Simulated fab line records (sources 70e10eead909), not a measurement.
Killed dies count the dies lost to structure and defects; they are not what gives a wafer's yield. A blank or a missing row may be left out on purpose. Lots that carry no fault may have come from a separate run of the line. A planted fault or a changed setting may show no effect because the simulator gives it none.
fab line records	flow nand-harc
record lots=6	wafers=18	last-day=32
route steps=1302 shown A_CHANNEL_HOLE_D2@581 A_CHANNEL_FILL_D2@610 END@1302
lots untouched by any fault: they come from a run of this same line in which no faults occurred
start-h: start of the lot's first displayed wafer, in hours after the record's first day	wait-h: hours elapsed since this lot's preceding step	" same as the row above	L1.1+2: several wafers, shown together as one row	- no value, or no start was given	* or withheld: withheld	< > ~ a bound
route shown NAME@n: a module of which the file shows steps, and the number in the route of the first	usual: the fault-free wafers' mean and standard deviation	same: alike in all rows	chamber/n: place in a boat	sites: readings site by site	_std_site: how widely they spread, as a standard deviation	_edge_site: outer sites' mean less inner sites'	radius-mm: for every site, how far away it sits from the centre of the wafer	mask NAME#n: copy n	behind: the most recent tool/chamber to have shaped the wafer	hold: why the lot went on hold/how many hours it stayed there/how the hold came to an end	device: which transistor (n, p or np) failed to switch	end of line: tests of these same wafers at the route's end	a step given without rows: its recipe and nothing more	killed: dies that structure and defects cost at the first sort, which is not the same as the wafer's yield	map: a wafer's dies, x killed, . not, _ none there
set.NAME: the setting as run; set.NAME@STEP: as run at that earlier step	model.NAME: the simulator's own value behind a step, which no gauge read
certain route steps with their lots: each step a table, each wafer a row
services: from which hour (start-h, from the record's first day; less than 0 if before it) a tool's chamber was out of use, for how many hours, and why
## steps
# step NHARC_A_CHANNEL_HOLE_D2_DEVELOP_09
# recipe develop-time-s=35	dev-temp-c=23
# step NHARC_A_CHANNEL_HOLE_D2_CD_MEAS_10
# recipe target-cd-nm=100	landing-energy-ev=500
# usual cd-nm=100.0/0.45
lot.wafer	tool	chamber	start-h	wait-h	cd-nm
L577.1	cd-sem-02	0	348.14	-	99.4
L577.2	"	0	"	"	100.4
L577.6	"	0	"	"	99.4
L578.4	cd-sem-03	0	377.09	-	99.9
L578.5	"	0	"	"	99.6
L578.6	"	0	"	"	100.3
L579.2	cd-sem-01	0	378.93	-	100.3
L579.3	"	0	"	"	100.3
L579.4	"	0	"	"	100.7
L581.1	cd-sem-03	0	405.03	-	99.9
L581.3	"	0	"	"	100.2
L581.5	"	0	"	"	99.2
L589.1	cd-sem-02	0	485.00	-	100.1
L589.4	"	0	"	"	100.6
L589.6	"	0	"	"	100.4
L590.1	cd-sem-03	0	485.16	-	99.7
L590.5	"	0	"	"	99.7
L590.6	"	0	"	"	100.1
# step NHARC_A_CHANNEL_HOLE_D2_OVL_MEAS_11
# usual overlay-x-nm=0.1/0.69	overlay-y-nm=0.1/0.8
lot.wafer	tool	chamber	start-h	wait-h	overlay-x-nm	overlay-y-nm
L577.1	overlay-02	-	348.23	-	0.4	-1.2
L577.2	"	-	"	"	0.6	-1.9
L577.6	"	-	"	"	0.3	-1.3
L578.4	overlay-01	-	377.17	-	0.2	-0.1
L578.5	"	-	"	"	0.3	-0.4
L578.6	"	-	"	"	-0.2	0.0
L579.2	overlay-01	-	379.01	-	-0.1	-0.1
L579.3	"	-	"	"	-0.8	-0.4
L579.4	"	-	"	"	-0.6	-0.1
L581.1	overlay-02	-	405.12	-	-0.3	0.0
L581.3	"	-	"	"	-0.1	-0.4
L581.5	"	-	"	"	0.3	0.0
L589.1	overlay-01	-	485.09	-	-1.1	0.3
L589.4	"	-	"	"	-0.4	0.2
L589.6	"	-	"	"	-0.6	0.5
L590.1	overlay-02	-	485.25	-	0.3	0.5
L590.5	"	-	"	"	0.1	0.5
L590.6	"	-	"	"	0.6	0.3
# step NHARC_A_CHANNEL_HOLE_D2_INSPECT_12
# usual raw-defect-count=28/22
lot.wafer	tool	chamber	start-h	wait-h	raw-defect-count
L577.1	defect-inspect-02	-	348.26	0.0	53
L577.2	"	-	"	"	48
L577.6	"	-	"	"	46
L578.4	defect-inspect-02	-	377.20	0.0	7
L578.5	"	-	"	"	3
L578.6	"	-	"	"	8
L579.2	defect-inspect-02	-	379.05	0.0	42
L579.3	"	-	"	"	53
L579.4	"	-	"	"	42
L581.1	defect-inspect-02	-	405.16	0.0	8
L581.3	"	-	"	"	9
L581.5	"	-	"	"	11
L589.1	defect-inspect-02	-	485.13	0.0	13
L589.4	"	-	"	"	19
L589.6	"	-	"	"	23
L590.1	defect-inspect-01	-	485.28	0.0	15
L590.5	"	-	"	"	20
L590.6	"	-	"	"	19
# step NHARC_A_CHANNEL_HOLE_D2_DESCUM_15
# recipe time-s=3	o2-flow-sccm=200	ar-flow-sccm=0	bias-power-w=0	chemistry=O2
# step NHARC_A_CHANNEL_HOLE_D2_ETCH_38
# recipe target-depth-a=390	over-etch-frac=0.3	time-s=65	ion-energy-ev=80	cf4-flow-sccm=150	ar-flow-sccm=0	rf-w=300	bias-w=100	chemistry=CF4
# usual bias-w=99.95/0.3	drypump-motor-current-A=5.7/0.47	oes-product-au=0.998/0.0078	rf-vpp-V=151.4/1.1	showerhead-plenum-p-Torr=1.77/0.064	throttle-valve-pct=13.284/0.0087
lot.wafer	tool	chamber	start-h	wait-h	bias-w	drypump-motor-current-A	oes-product-au	rf-hours-counter-h	rf-vpp-V	showerhead-plenum-p-Torr	throttle-valve-pct
L577.1	rie-diel-07	1	348.41	0.1	100.58	6.1	1.007	3	151.4	1.73	13.276
L577.2	"	3	"	"	100.17	5.8	1.012	2	152.3	1.85	13.274
L577.6	"	0	"	"	100.36	6.4	0.993	-	150.8	1.68	13.277
L578.4	rie-diel-07	1	377.37	0.1	99.45	6.1	0.986	5	149.9	1.73	13.291
L578.5	"	2	"	"	100.21	5.0	0.994	-	151.3	1.77	13.287
L578.6	"	3	"	"	99.54	5.8	0.991	-	152.7	1.85	13.276
L579.3	rie-diel-01	0	379.20	0.1	100.17	5.5	1.002	9	150.8	1.71	13.283
L579.4	"	1	"	"	100.03	5.8	1.001	10	152.5	1.82	13.280
L579.2	"	3	"	"	99.20	6.5	0.996	6	149.6	1.75	13.279
L581.1	rie-diel-01	0	405.30	0.1	99.54	5.4	1.005	2	151.0	1.71	13.293
L581.3	"	3	"	"	99.64	6.5	0.990	2	150.1	1.75	13.279
L581.5	"	1	"	"	100.45	5.8	0.992	-	152.3	1.82	13.258
L589.1	rie-diel-07	3	485.30	0.1	99.84	5.8	1.001	0	153.3	1.85	13.274
L589.4	"	3	"	"	100.27	5.8	0.994	-	153.0	1.85	13.276
L589.6	"	0	"	"	99.67	6.4	0.993	-	151.7	1.68	13.279
L590.1	rie-diel-01	1	485.44	0.1	99.76	5.8	1.001	6	152.5	1.82	13.269
L590.6	"	3	"	"	99.90	6.4	1.005	-	150.3	1.75	13.292
L590.5	"	0	"	"	99.70	5.4	1.011	-	149.9	1.70	13.300
# step NHARC_A_CHANNEL_HOLE_D2_ETCH_39
# recipe target-depth-a=2600	over-etch-frac=0.3	time-s=325	ion-energy-ev=200	n2-flow-sccm=150	h2-flow-sccm=150	ar-flow-sccm=0	rf-w=400	bias-w=150	chemistry=N2/H2
# step NHARC_A_CHANNEL_HOLE_D2_ETCH_34
# recipe target-depth-a=1540	time-s=77	cf4-flow-sccm=100	chf3-flow-sccm=30	ar-flow-sccm=0	rf-w=500	bias-w=200	chemistry=CF4/CHF3
# usual bias-w=200.0/0.58	drypump-motor-current-A=5.7/0.48	oes-product-au=0.960/0.017	rf-vpp-V=370.8/2	showerhead-plenum-p-Torr=1.58/0.058	throttle-valve-pct=16.802/0.0088
lot.wafer	tool	chamber	start-h	wait-h	bias-w	drypump-motor-current-A	oes-product-au	rf-hours-counter-h	rf-vpp-V	showerhead-plenum-p-Torr	throttle-valve-pct
L577.1	rie-diel-07	0	-	-	200.2	6.3	0.952	3	367.2	1.49	16.803
L577.2	"	1	"	"	199.8	6.1	0.961	3	369.5	1.54	16.790
L577.6	"	0	"	"	199.5	6.3	0.951	-	367.6	1.49	16.797
L578.4	rie-diel-07	2	-	-	199.0	5.0	0.918	4	370.3	1.57	16.795
L578.6	"	0	"	"	199.7	6.3	0.915	-	367.9	1.49	16.815
L578.5	"	1	"	"	199.6	6.1	0.918	-	369.9	1.54	16.800
L579.4	rie-diel-01	3	-	-	199.9	6.5	0.967	6	370.4	1.56	16.811
L579.2	"	1	"	"	199.1	5.8	0.985	10	372.2	1.62	16.807
L579.3	"	2	"	"	200.4	5.2	0.977	8	368.1	1.51	16.787
L581.3	rie-diel-01	3	-	-	200.7	6.5	0.969	2	371.0	1.56	16.783
L581.1	"	0	"	"	200.2	5.4	0.966	2	368.3	1.52	16.804
L581.5	"	1	"	"	200.0	5.7	0.959	-	372.3	1.62	16.795
L589.1	rie-diel-07	0	-	-	200.8	6.3	0.967	0	368.1	1.49	16.796
L589.4	"	3	"	"	199.9	5.8	0.961	-	372.1	1.64	16.807
L589.6	"	0	"	"	200.7	6.3	0.965	-	369.1	1.49	16.814
L590.1	rie-diel-01	0	-	-	200.1	5.5	0.966	6	368.5	1.52	16.807
L590.5	"	2	"	"	200.9	5.2	0.977	-	366.4	1.50	16.809
L590.6	"	3	"	"	199.2	6.5	0.963	-	371.3	1.55	16.796
# step NHARC_A_CHANNEL_HOLE_D2_ETCH_16
# recipe target-depth-a=31000	over-etch-frac=0.3	time-s=806	ion-energy-ev=150	o2-flow-sccm=400	cos-flow-sccm=20	ar-flow-sccm=0	rf-w=500	bias-w=300	chemistry=O2/COS
# step NHARC_A_CHANNEL_HOLE_D2_CD_MEAS_18
# usual cd-nm=99.5/1.5
lot.wafer	tool	chamber	start-h	wait-h	cd-nm
L577.1	cd-sem-01	-	349.43	-	98.2
L577.2	"	-	"	"	100.6
L577.6	"	-	"	"	96.8
L578.4	cd-sem-02	-	378.38	-	98.8
L578.5	"	-	"	"	99.6
L578.6	"	-	"	"	99.8
L579.2	cd-sem-02	-	380.22	-	99.0
L579.3	"	-	"	"	99.9
L579.4	"	-	"	"	101.5
L581.1	cd-sem-01	-	406.32	-	100.5
L581.3	"	-	"	"	100.0
L581.5	"	-	"	"	99.0
L590.1	cd-sem-02	-	486.45	-	100.1
L590.5	"	-	"	"	99.3
L590.6	"	-	"	"	100.8
L589.1	cd-sem-01	-	486.51	-	98.4
L589.4	"	-	"	"	100.0
L589.6	"	-	"	"	99.6
# step NHARC_A_CHANNEL_HOLE_D2_ETCH_19
# recipe bias-v=1200	source-w=2500	pressure-mtorr=15	time-s=34.5	ar-flow-sccm=375	c4f8-flow-sccm=28.8	o2-flow-sccm=96.2	temp-c=-20	target-depth-a=*	chemistry=C4F8/O2/Ar
# usual bias-v=1200/11	drypump-motor-current-A=6.04/0.24	he-backside-leak-sccm=6.4/0.94	showerhead-plenum-p-Torr=3.64/0.11	throttle-valve-pct=37.038/0.0089
lot.wafer	tool	chamber	start-h	wait-h	bias-v	drypump-motor-current-A	he-backside-leak-sccm	rf-hours-counter-h	showerhead-plenum-p-Torr	throttle-valve-pct
L577.2	har-etch-02	1	349.50	0.1	1189	5.70	7.9	401	3.75	37.041
L577.1	"	0	"	"	1214	6.08	8.0	401	3.68	37.036
L577.6	"	0	"	"	1184	6.06	8.1	-	3.68	37.038
L578.4	har-etch-01	0	383.34	5.0	1212	6.35	6.1	-	3.72	37.047
L578.5	"	1	"	"	1192	5.93	6.5	-	3.49	37.028
L578.6	"	0	"	"	1197	6.37	6.1	-	3.72	37.036
L579.2	har-etch-01	0	387.47	7.3	1208	6.35	6.0	199	3.72	37.027
L579.3	"	1	"	"	1228	5.92	6.4	-	3.48	37.033
L579.4	"	0	"	"	1215	6.34	6.1	-	3.71	37.038
L581.1	har-etch-02	1	406.39	0.1	1197	5.74	5.6	8	3.74	37.042
L581.3	"	1	"	"	1193	5.74	5.6	-	3.74	37.049
L581.5	"	0	"	"	1211	6.07	4.4	-	3.66	37.042
L590.1	har-etch-01	0	486.54	0.1	1196	6.38	6.6	261	3.68	37.036
L590.6	"	1	"	"	1206	5.91	7.0	-	3.45	37.034
L590.5	"	0	"	"	1196	6.38	6.5	-	3.68	37.043
L589.1	har-etch-02	1	486.58	0.1	1204	5.72	5.8	57	3.71	37.023
L589.4	"	0	"	"	1193	6.08	4.8	-	3.64	37.046
L589.6	"	1	"	"	1212	5.74	6.2	-	3.71	37.044
# step NHARC_A_CHANNEL_HOLE_D2_ETCH_20
# recipe bias-v=3000	source-w=withheld	pressure-mtorr=20	time-s=361.9	ar-flow-sccm=375	c4f8-flow-sccm=89.3	o2-flow-sccm=35.7	temp-c=-20	target-depth-a=16000	chemistry=C4F8/O2/Ar
# step NHARC_A_CHANNEL_HOLE_D2_ETCH_21
# recipe bias-v=3000	source-w=withheld	pressure-mtorr=20	time-s=514.3	ar-flow-sccm=375	c4f8-flow-sccm=89.3	o2-flow-sccm=35.7	temp-c=-20	target-depth-a=16000	chemistry=C4F8/O2/Ar
# usual drypump-motor-current-A=6.04/0.23	he-backside-leak-sccm=6.5/1.1	showerhead-plenum-p-Torr=3.60/0.11	throttle-valve-pct=32.155/0.0091
lot.wafer	tool	chamber	start-h	wait-h	drypump-motor-current-A	he-backside-leak-sccm	rf-hours-counter-h	showerhead-plenum-p-Torr	throttle-valve-pct
L577.2	har-etch-02	1	349.93	0.3	5.73	7.6	401	3.71	32.150
L577.1	"	0	"	"	6.07	7.8	401	3.64	32.145
L577.6	"	0	"	"	6.06	8.1	-	3.64	32.147
L578.4	har-etch-01	0	383.93	0.3	6.35	6.1	-	3.68	32.147
L578.5	"	1	"	"	5.92	6.3	-	3.45	32.143
L578.6	"	0	"	"	6.33	6.1	-	3.68	32.153
L579.2	har-etch-01	0	387.95	0.3	6.37	6.0	200	3.67	32.172
L579.3	"	1	"	"	5.91	6.0	-	3.45	32.163
L579.4	"	0	"	"	6.36	6.0	-	3.67	32.153
L581.1	har-etch-02	1	406.82	0.3	5.75	5.6	8	3.70	32.143
L581.3	"	1	"	"	5.77	5.6	-	3.70	32.157
L581.5	"	0	"	"	6.05	4.5	-	3.63	32.155
L589.1	har-etch-02	1	487.00	0.3	5.72	5.6	57	3.67	32.159
L589.4	"	0	"	"	6.07	4.9	-	3.60	32.169
L589.6	"	1	"	"	5.72	10.5	-	3.67	32.158
L590.1	har-etch-01	0	487.02	0.3	6.35	6.7	261	3.64	32.146
L590.6	"	1	"	"	5.95	7.0	-	3.42	32.154
L590.5	"	0	"	"	6.35	6.4	-	3.64	32.157
# step NHARC_A_CHANNEL_HOLE_D2_ETCH_22
# recipe bias-v=3000	source-w=withheld	pressure-mtorr=20	time-s=666.7	ar-flow-sccm=375	c4f8-flow-sccm=89.3	o2-flow-sccm=35.7	temp-c=-20	target-depth-a=16000	chemistry=C4F8/O2/Ar
# step NHARC_A_CHANNEL_HOLE_D2_ETCH_23
# recipe bias-v=5000	source-w=withheld	pressure-mtorr=20	time-s=819	ar-flow-sccm=375	c4f8-flow-sccm=89.3	o2-flow-sccm=35.7	temp-c=-20	target-depth-a=16000	chemistry=C4F8/O2/Ar
# usual drypump-motor-current-A=6.04/0.24	he-backside-leak-sccm=6.4/0.86	showerhead-plenum-p-Torr=3.60/0.11	throttle-valve-pct=32.154/0.0085
lot.wafer	tool	chamber	start-h	wait-h	drypump-motor-current-A	he-backside-leak-sccm	rf-hours-counter-h	showerhead-plenum-p-Torr	throttle-valve-pct
L577.2	har-etch-02	1	350.94	0.5	5.73	7.3	402	3.71	32.155
L577.1	"	0	"	"	6.09	7.7	402	3.63	32.164
L577.6	"	0	"	"	6.08	7.7	-	3.63	32.162
L578.4	har-etch-01	0	385.08	0.5	6.35	6.1	-	3.68	32.148
L578.5	"	1	"	"	5.93	6.5	-	3.45	32.168
L578.6	"	0	"	"	6.36	6.2	-	3.68	32.148
L579.2	har-etch-01	0	388.99	0.5	6.36	6.1	201	3.67	32.136
L579.3	"	1	"	"	5.93	6.4	-	3.45	32.145
L579.4	"	0	"	"	6.37	6.2	-	3.67	32.149
L581.1	har-etch-02	1	407.82	0.5	5.74	6.0	9	3.70	32.155
L581.3	"	1	"	"	5.73	5.9	-	3.70	32.158
L581.5	"	0	"	"	6.08	4.5	-	3.62	32.153
L589.1	har-etch-02	1	488.01	0.5	5.74	6.0	58	3.67	32.151
L589.4	"	0	"	"	6.07	4.8	-	3.60	32.155
L589.6	"	1	"	"	5.74	6.2	-	3.67	32.155
L590.1	har-etch-01	0	488.07	0.5	6.37	6.6	262	3.64	32.165
L590.6	"	1	"	"	5.93	6.6	-	3.42	32.154
L590.5	"	0	"	"	6.35	6.6	-	3.64	32.158
# step NHARC_A_CHANNEL_HOLE_D2_ETCH_24
# recipe bias-v=5000	source-w=withheld	pressure-mtorr=20	time-s=906.2	ar-flow-sccm=375	c4f8-flow-sccm=93.8	o2-flow-sccm=31.2	temp-c=-20	target-depth-a=15000	chemistry=C4F8/O2/Ar
# usual drypump-motor-current-A=6.04/0.24	he-backside-leak-sccm=6.4/0.9	showerhead-plenum-p-Torr=3.59/0.11	throttle-valve-pct=32.235/0.0097
lot.wafer	tool	chamber	start-h	wait-h	drypump-motor-current-A	he-backside-leak-sccm	rf-hours-counter-h	showerhead-plenum-p-Torr	throttle-valve-pct
L577.2	har-etch-02	1	351.65	0.6	5.74	8.0	403	3.70	32.233
L577.1	"	0	"	"	6.09	7.7	403	3.63	32.225
L577.6	"	0	"	"	6.06	7.7	-	3.63	32.219
L578.4	har-etch-01	0	385.81	0.6	6.37	6.0	-	3.67	32.222
L578.5	"	1	"	"	5.92	6.4	-	3.45	32.209
L578.6	"	0	"	"	6.37	6.1	-	3.67	32.239
L579.2	har-etch-01	0	389.69	0.6	6.35	6.1	202	3.67	32.227
L579.3	"	1	"	"	5.91	6.4	-	3.45	32.241
L579.4	"	0	"	"	6.35	6.1	-	3.67	32.213
L581.1	har-etch-02	1	408.50	0.6	5.72	5.9	10	3.69	32.237
L581.3	"	1	"	"	5.70	6.0	-	3.69	32.226
L581.5	"	0	"	"	6.05	4.7	-	3.62	32.219
L589.1	har-etch-02	1	488.70	0.6	5.72	6.2	59	3.67	32.221
L589.4	"	0	"	"	6.06	4.6	-	3.59	32.232
L589.6	"	1	"	"	5.76	5.5	-	3.67	32.235
L590.1	har-etch-01	0	488.77	0.6	6.36	6.7	263	3.64	32.211
L590.6	"	1	"	"	5.90	7.2	-	3.41	32.229
L590.5	"	0	"	"	6.38	6.6	-	3.63	32.222
# step NHARC_A_CHANNEL_HOLE_D2_ETCH_25
# recipe bias-v=5000	source-w=withheld	pressure-mtorr=20	time-s=1040.2	ar-flow-sccm=375	c4f8-flow-sccm=93.8	o2-flow-sccm=31.2	temp-c=-20	target-depth-a=15000	chemistry=C4F8/O2/Ar
# step NHARC_A_CHANNEL_HOLE_D2_ETCH_26
# recipe bias-v=300	source-w=2000	pressure-mtorr=30	time-s=224.1	ar-flow-sccm=375	c4f8-flow-sccm=11.4	o2-flow-sccm=113.6	temp-c=-20	target-depth-a=3000	chemistry=C4F8/O2/Ar
# step NHARC_A_CHANNEL_HOLE_D2_ETCH_27
# recipe bias-v=400	source-w=2000	pressure-mtorr=25	time-s=90	ar-flow-sccm=375	c4f8-flow-sccm=41.7	o2-flow-sccm=83.3	temp-c=-20	target-depth-a=4000	chemistry=C4F8/O2/Ar
# step NHARC_A_CHANNEL_HOLE_D2_STRIP_41
# recipe n2-flow-sccm=150	h2-flow-sccm=150	ar-flow-sccm=0	bias-w=0	chemistry=N2/H2
# step NHARC_A_CHANNEL_HOLE_D2_STRIP_42
# recipe cf4-flow-sccm=100	chf3-flow-sccm=30	ar-flow-sccm=0	bias-w=0	chemistry=CF4/CHF3
# step NHARC_A_CHANNEL_HOLE_D2_STRIP_43
# recipe o2-flow-sccm=400	cos-flow-sccm=20	ar-flow-sccm=0	bias-w=0	chemistry=O2/COS
# step NHARC_A_CHANNEL_HOLE_D2_ETCH_44
# recipe target-depth-a=1400	overetch-a=140	time-s=77	ion-energy-ev=100	cf4-flow-sccm=80	o2-flow-sccm=20	ar-flow-sccm=0	rf-w=300	bias-w=100	chemistry=CF4/O2
# step NHARC_A_CHANNEL_HOLE_D2_STRIP_28
# recipe o2-flow-sccm=500	ar-flow-sccm=0	bias-w=0	chemistry=O2
# step NHARC_A_CHANNEL_HOLE_D2_PRECLEAN_29
# recipe time-s=*	temp-c=50	bath-age-min=0	chemistry=SC1
# step NHARC_A_CHANNEL_HOLE_D2_SRD_30
# step NHARC_A_CHANNEL_HOLE_D2_CD_MEAS_31
# usual cd-nm=90.0/1.1
lot.wafer	tool	chamber	start-h	wait-h	cd-nm
L577.1	cd-sem-02	-	355.01	-	89.7
L577.2	"	-	"	"	91.1
L577.6	"	-	"	"	89.2
L578.4	cd-sem-02	-	388.82	-	90.5
L578.5	"	-	"	"	90.6
L578.6	"	-	"	"	91.5
L579.2	cd-sem-02	-	392.94	-	91.7
L579.3	"	-	"	"	89.8
L579.4	"	-	"	"	90.8
L581.1	cd-sem-01	-	411.88	-	91.2
L581.3	"	-	"	"	90.7
L581.5	"	-	"	"	90.3
L590.1	cd-sem-01	-	492.04	-	90.9
L590.5	"	-	"	"	89.1
L590.6	"	-	"	"	90.0
L589.1	cd-sem-02	-	492.08	-	91.3
L589.4	"	-	"	"	89.9
L589.6	"	-	"	"	91.3
# step NHARC_A_CHANNEL_HOLE_D2_XSEM_32
# recipe landing-energy-ev=35000
# step NHARC_A_CHANNEL_HOLE_D2_INSPECT_40
# usual raw-defect-count=268/85
lot.wafer	tool	chamber	start-h	wait-h	raw-defect-count
L577.1	defect-inspect-02	-	355.20	-	324
L577.2	"	-	"	"	268
L577.6	"	-	"	"	291
L578.4	defect-inspect-02	-	389.00	-	778
L578.5	"	-	"	"	186
L578.6	"	-	"	"	739
L579.2	defect-inspect-02	-	393.13	-	708
L579.3	"	-	"	"	412
L579.4	"	-	"	"	738
L581.1	defect-inspect-02	-	412.07	-	329
L581.3	"	-	"	"	279
L581.5	"	-	"	"	219
L590.1	defect-inspect-01	-	492.24	-	200
L590.5	"	-	"	"	230
L590.6	"	-	"	"	384
L589.1	defect-inspect-02	-	492.26	-	225
L589.4	"	-	"	"	239
L589.6	"	-	"	"	153
# step NHARC_A_CHANNEL_FILL_D2_PRECLEAN_00
# recipe time-s=*	temp-c=50	bath-age-min=0	chemistry=SC1
# step NHARC_END_SORT_01
# recipe temp-c=25
# usual killed-at-array=54/23	killed-at-other=1.2/1.5	killed-at-periphery=3.9/2.5	killed-dies=59/23	killed-open=3.2/1.7	killed-short=2.4/1.6
# same gross-dies=677
lot.wafer	tool	chamber	start-h	wait-h	killed-at-array	killed-at-other	killed-at-periphery	killed-dies	killed-open	killed-short
L579.2	prober-02	0	650.27	2.8	106	0	1	107	3	0
L579.4	prober-02	0	651.88	3.4	84	1	2	87	4	1
L578.4	prober-01	0	651.82	3.4	54	6	5	65	4	1
L578.6	prober-01	0	653.40	4.0	51	4	7	62	2	1
# killed by level:class
L579.2 A_CHANNEL_HOLE_D2:unspecified=42 A_CHANNEL_HOLE_D1:chamber-film-flake=27 A_SLIT:chamber-film-flake=24 A_CHANNEL_HOLE_D2:chamber-film-flake=8 A_CHANNEL_FILL_D1:geometric-particle:open=2 A_CONTACT:chamber-film-flake=2 P_GATE:geometric-particle:open=1 A_WL_FILL:chamber-film-flake=1
L578.4 A_CHANNEL_HOLE_D2:unspecified=38 THIN_TSV:chamber-film-flake=6 A_STAIRCASE:chamber-film-flake=6 P_GATE:chamber-film-flake=2 A_CHANNEL_HOLE_D1:chamber-film-flake=2 A_CONTACT:chamber-film-flake=2 P_GATE:geometric-particle:open=1 A_CHANNEL_FILL_D2:geometric-particle:open=1
L579.4 A_CHANNEL_HOLE_D2:unspecified=40 A_CHANNEL_HOLE_D1:chamber-film-flake=30 A_SLIT:chamber-film-flake=5 A_CHANNEL_HOLE_D2:chamber-film-flake=5 P_M0:geometric-particle:open=1 A_SOURCE_PLATE:geometric-particle:open=1 A_CHANNEL_FILL_D2:geometric-particle:short=1 A_CONTACT:geometric-particle:open=1
L578.6 A_CHANNEL_HOLE_D2:unspecified=39 P_GATE:chamber-film-flake=3 A_STAIRCASE:chamber-film-flake=3 A_CONTACT:chamber-film-flake=3 THIN_TSV:chamber-film-flake=3 P_ZERO_WELL:chamber-film-flake=2 A_SLIT:chamber-film-flake=2 P_M1:geometric-particle:open=1
## services
tool	chamber	start-h	hours	kind
rie-diel-07	0	327.70	-	clean
rie-diel-07	1	327.70	-	clean
rie-diel-07	2	327.70	-	clean
rie-diel-07	3	327.70	-	clean
rie-diel-01	0	335.30	-	clean
rie-diel-01	1	335.30	-	clean
rie-diel-01	2	335.30	-	clean
rie-diel-01	3	335.30	-	clean
rie-diel-07	0	352.20	-	clean
har-etch-02	-	377.00	17.0	pm
har-etch-02	0	377.00	17.0	vent-cycle
har-etch-02	1	377.00	17.0	vent-cycle
rie-diel-01	-	380.80	9.0	pm
har-etch-02	0	394.00	-	clean
har-etch-02	0	394.00	-	consumable-replace:esc
har-etch-02	0	394.00	-	consumable-replace:focus-ring
har-etch-02	1	394.00	-	clean
har-etch-02	1	394.00	-	consumable-replace:focus-ring
rie-diel-01	1	409.26	5.1	repair
rie-diel-07	3	418.56	12.6	repair
rie-diel-01	1	421.11	6.7	repair
rie-diel-07	1	464.16	18.0	repair
rie-diel-07	-	471.20	9.0	pm
rie-diel-07	1	483.16	9.5	repair
## key
first-sign step=NHARC_A_CHANNEL_HOLE_D2_INSPECT_40	reading=raw-defect-count	direction=up	sigmas=5.6	usual=268	struck=741
effect none on later readings
met-at NHARC_A_CHANNEL_HOLE_D2_ETCH_21
struck-wafers L578.4,L578.6,L579.2,L579.4
tester-left-out L578,L579
fault kind=chamber-particle-source	tool=har-etch-01	chamber=0	onset-h=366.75	steps=NHARC_A_CHANNEL_HOLE_D2_ETCH_21	rate-per-visit-cm2=0.77687	end-h=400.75
# tester-left-out: of these lots the tester's yield and bins aren't shown, on N5 and GAA mostly nor the transistor test; their killed dies are dies lost to structure and defects alone, not to doping, threshold or leakage, so they don't give the yield
